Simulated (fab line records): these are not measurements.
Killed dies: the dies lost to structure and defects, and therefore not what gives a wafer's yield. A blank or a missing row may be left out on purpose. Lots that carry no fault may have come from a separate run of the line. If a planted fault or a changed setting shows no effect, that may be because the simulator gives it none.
The tool behind it: which one? | flow n5-finfet | 9 lots, 27 wafers sampled, at 5 steps of a route of 1938

WHAT THE GAUGES READ, wafer by wafer
N5_BEOL_M3_INSPECT_59: inspects for defects (darkfield).
lot  | measured     | on                | raw-defect-count
L935 | day 10 01:23 | defect-inspect-01 | 106 49 56
L936 | day 10 01:44 | defect-inspect-01 | 36 61 47
L939 | day 10 18:04 | defect-inspect-01 | 70 74 92
L940 | day 10 18:34 | defect-inspect-02 | 83 45 75
L944 | day 11 11:18 | defect-inspect-02 | 76 89 73
L946 | day 13 04:51 | defect-inspect-01 | 76 54 67
L948 | day 13 09:52 | defect-inspect-01 | 613 632 584
L952 | day 14 05:28 | defect-inspect-01 | 655 614 611
L938 | day 14 07:02 | defect-inspect-01 | 82 121 76

TOOL THAT RAN EACH LOT (tool first, then ch and the chambers of the sampled wafers, then the start)
lot  | N5_BEOL_M3_SPUTTER_79        | N5_BEOL_M3_ANNEAL_80         | N5_BEOL_M3_SPUTTER_81        | N5_BEOL_M3_CO_CAP_55
L935 | pvd-sputter-03, day 9 22:45  | pvd-sputter-03, day 9 22:50  | pvd-sputter-03, day 9 22:58  | cvd-co-01 ch 0,1,2, day 10 01:10
L936 | pvd-sputter-01, day 9 23:07  | pvd-sputter-01, day 9 23:12  | pvd-sputter-01, day 9 23:20  | cvd-co-01 ch 0,1,2, day 10 01:32
L939 | pvd-sputter-02, day 10 15:28 | pvd-sputter-02, day 10 15:32 | pvd-sputter-02, day 10 15:41 | cvd-co-01 ch 0,2, day 10 17:52
L940 | pvd-sputter-01, day 10 15:35 | pvd-sputter-01, day 10 15:40 | pvd-sputter-01, day 10 15:48 | cvd-co-01 ch 0,1,2, day 10 18:22
L944 | pvd-sputter-02, day 11 07:12 | pvd-sputter-02, day 11 07:17 | pvd-sputter-02, day 11 07:25 | cvd-co-02 ch 0,2, day 11 11:05
L946 | pvd-sputter-02, day 13 02:14 | pvd-sputter-02, day 13 02:19 | pvd-sputter-02, day 13 02:27 | cvd-co-01 ch 0,2, day 13 04:38
L948 | pvd-sputter-02, day 13 07:04 | pvd-sputter-02, day 13 07:09 | pvd-sputter-02, day 13 07:17 | cvd-co-01 ch 0,1, day 13 09:39
L952 | pvd-sputter-02, day 14 02:48 | pvd-sputter-02, day 14 02:53 | pvd-sputter-02, day 14 03:01 | cvd-co-01 ch 0,1,2, day 14 05:13
L938 | pvd-sputter-03, day 14 04:18 | pvd-sputter-03, day 14 04:23 | pvd-sputter-03, day 14 04:31 | cvd-co-02 ch 0,1,2, day 14 06:49
- N5_BEOL_M3_SPUTTER_79: material Cu, target thk 4.5 nm, time 8.29 s.
- N5_BEOL_M3_ANNEAL_80: time 240 s.
- N5_BEOL_M3_SPUTTER_81: material Cu, target thk 4.5 nm, time 8.29 s.
- N5_BEOL_M3_CO_CAP_55: material Co, precursor CCTBA/H2, target thk 2 nm, time 102.1 s.

THE ANSWER, worked out from the rows above alone
Rule: what is usual is taken from the lots themselves. Put in order of their means at a reading, lots are off if they are a third of the lots or fewer, leave a main group of 4 or more, and stand apart from it by a gap of 3 or more times the standard deviation of the main group's means; of several such gaps the widest counts. Not used: any main group whose means are identical at the precision the tables above print for the reading. A lot without any number at a reading at which 4 lots or more have one is off too. Any other lot the step has rows for is counted as sound.
Off, at N5_BEOL_M3_INSPECT_59 on raw-defect-count: L948, L952. The main group has a mean of 72 with a standard deviation of 13.
A tool fits if, at a process step before that reading, it ran every lot that is off, and no sound lot after the first of them. The gauges at N5_BEOL_M3_INSPECT_59 are tried like those tools. This does not decide it: 2 tools fit, namely pvd-sputter-02 at N5_BEOL_M3_SPUTTER_79 and N5_BEOL_M3_ANNEAL_80 and N5_BEOL_M3_SPUTTER_81 and cvd-co-01 at N5_BEOL_M3_CO_CAP_55.

WHAT WAS PUT IN BY THE SIMULATOR
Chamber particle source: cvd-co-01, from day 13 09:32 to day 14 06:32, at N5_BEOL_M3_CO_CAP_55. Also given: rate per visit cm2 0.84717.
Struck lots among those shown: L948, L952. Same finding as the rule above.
